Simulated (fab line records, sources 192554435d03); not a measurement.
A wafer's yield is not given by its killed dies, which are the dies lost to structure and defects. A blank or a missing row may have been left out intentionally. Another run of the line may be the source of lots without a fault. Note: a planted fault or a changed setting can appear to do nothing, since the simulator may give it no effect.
Struck lot and sound lot, side by side | flow n5_finfet | 27 steps out of a route of 1938
Sound: wafers L500.1, L500.3, L500.6. Struck: wafers L517.2, L517.6. (L517.4 of the same lot was not struck and is left out.) The cause comes at the end.
At each step with rows: each side's tool, then ch and its chambers, then its first start. Under that, the readings that differ: sound wafers | struck wafers | difference of the means | sigmas: that difference in standard deviations of wafers without a fault.
alike: same words and numbers on both sides, and readings whose means sit less than 2 such deviations apart. not compared: any withheld reading, any reading some wafer has no value for, any bound like >300 that may hide the same value, and any number with overlapping values for which the record gives no deviation.
Wherever a step has rows on one side only, a row that says differs or no value, or a row with sigmas, the two part there. Numbers that have no deviation but don't overlap get no sigmas and don't part them. Lack of a reading on every wafer of one side parts them only where that side has two or more wafers.

N5_BEOL_M12_PRE_CLEAN_42: time 30 s.
  sound on pvd_sputter-01, day 11 06:51; struck on pvd_sputter-03, day 14 22:20
  alike: heater_power_w
N5_BEOL_M12_SPUTTER_43: material TaN, target thk 15 nm, time 24.19 s.
  sound on pvd_sputter-01, day 11 06:53; struck on pvd_sputter-03, day 14 22:23
  alike: throttle_valve_pct
then, 3 steps without rows for these wafers: N5_BEOL_M12_SPUTTER_44 (material Ta, target thk 10 nm, time 16.13 s); N5_BEOL_M12_SPUTTER_45 (material Cu, target thk 80 nm, time 13.33 s); N5_BEOL_M12_ECD_47 (material Cu, target thk 720 nm).
N5_BEOL_M12_ANNEAL_48: time 90 s.
  sound on rtp_anneal-01 ch 0, day 11 07:19; struck on rtp_anneal-01 ch 0, day 14 22:50
  alike: wafer_temp_C_max
then, 1 step without rows for these wafers: N5_BEOL_M12_CMP_49 (polishes, stops on SiOC, t overpolish 20.6 s, target thk 320 nm).
N5_BEOL_M12_THK_MEAS_50: measures by xrf.
  sound on film_metro-02, day 11 07:54; struck on film_metro-01, day 14 23:23
  alike: M12_THK
then, 1 step without rows for these wafers: N5_BEOL_M12_PRE_CLEAN_52 (time 15 s).
N5_BEOL_M12_DEP_53: deposits SiCN from 3MS/NH3, target thk 30 nm, time 10.5 s.
  sound on pecvd-02 ch 0,1, day 11 07:58; struck on pecvd-02 ch 0,2, day 14 23:27
  alike: showerhead_plenum_p_Torr, throttle_valve_pct
N5_BEOL_M12_RS_MEAS_54: a four-point-probe measurement.
  sound on film_metro-02, day 11 08:02; struck on film_metro-01, day 14 23:31
  alike: M12_RS
N5_BEOL_M12_INSPECT_55: inspects for defects (darkfield).
  sound on defect_inspect-02, day 11 08:03; struck on defect_inspect-01, day 14 23:32
  alike: raw_defect_count
N5_BEOL_M13_ILD_DEP_00: deposits SiOC from DEMS/O2, target thk 837.92 nm, time 166.4 s.
  sound on pecvd-01 ch 1,2, day 11 08:05; struck on pecvd-01 ch 0, day 14 23:35
  reading            | sound       | struck  | difference | sigmas
  heater_power_w (W) | 434 397 466 | 573 590 | +149       | +3
  alike: showerhead_plenum_p_Torr, throttle_valve_pct
N5_BEOL_M13_THK_MEAS_01:
  sound on film_metro-02, day 11 08:18; struck on film_metro-01, day 14 23:44
  alike: M13_ILD_THK
then, 8 steps without rows for these wafers: N5_BEOL_M13_COAT_58 (time 60 s, resist thk 89 nm); N5_BEOL_M13_COAT_04 (resist thk 400 nm); N5_BEOL_M13_EBR_06; N5_BEOL_M13_SOFTBAKE_05 (time 60 s); N5_BEOL_M13_EXPOSE_07 (exposes mask V12); N5_BEOL_M13_PEB_08 (peb time 90 s); N5_BEOL_M13_DEVELOP_09 (develop time 45 s); N5_BEOL_M13_HARDBAKE_14 (time 120 s).
N5_BEOL_M13_CD_MEAS_10: target cd 190 nm.
  sound on cd_sem-02 ch 0, day 11 08:44; struck on cd_sem-02 ch 0, day 15 00:02
  alike: cd_nm
N5_BEOL_M13_OVL_MEAS_11:
  sound on overlay-02 ch 0, day 11 08:46; struck on overlay-02 ch 0, day 15 00:04
  alike: V12_OVL
N5_BEOL_M13_INSPECT_12: inspects for defects (macro).
  sound on defect_inspect-02, day 11 08:47; struck on defect_inspect-02, day 15 00:05
  reading          | sound | struck    | difference | sigmas
  raw_defect_count | 2 3 5 | >300 >300 | differs    |
N5_BEOL_M13_DESCUM_15: chemistry O2, time 7.9 s.
  sound on rie_diel-04 ch 0,1,3, day 11 08:49; struck on rie_diel-06 ch 0,3, day 15 00:13
  alike: drypump_motor_current_A, oes_product_au, rf_vpp_V, showerhead_plenum_p_Torr, throttle_valve_pct
  not compared: rf_hours_counter_h
N5_PASSIVATION_PROBE_49:
  only the struck wafers here have rows in the record (prober-01, day 16 07:59); the sound ones have none

== WHERE THEY PART ==
First at N5_BEOL_M13_ILD_DEP_00; last, within this record, at N5_PASSIVATION_PROBE_49.

WHY: what had been put in by the simulator
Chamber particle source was pecvd-01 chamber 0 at N5_BEOL_M13_ILD_DEP_00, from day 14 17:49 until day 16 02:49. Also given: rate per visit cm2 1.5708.
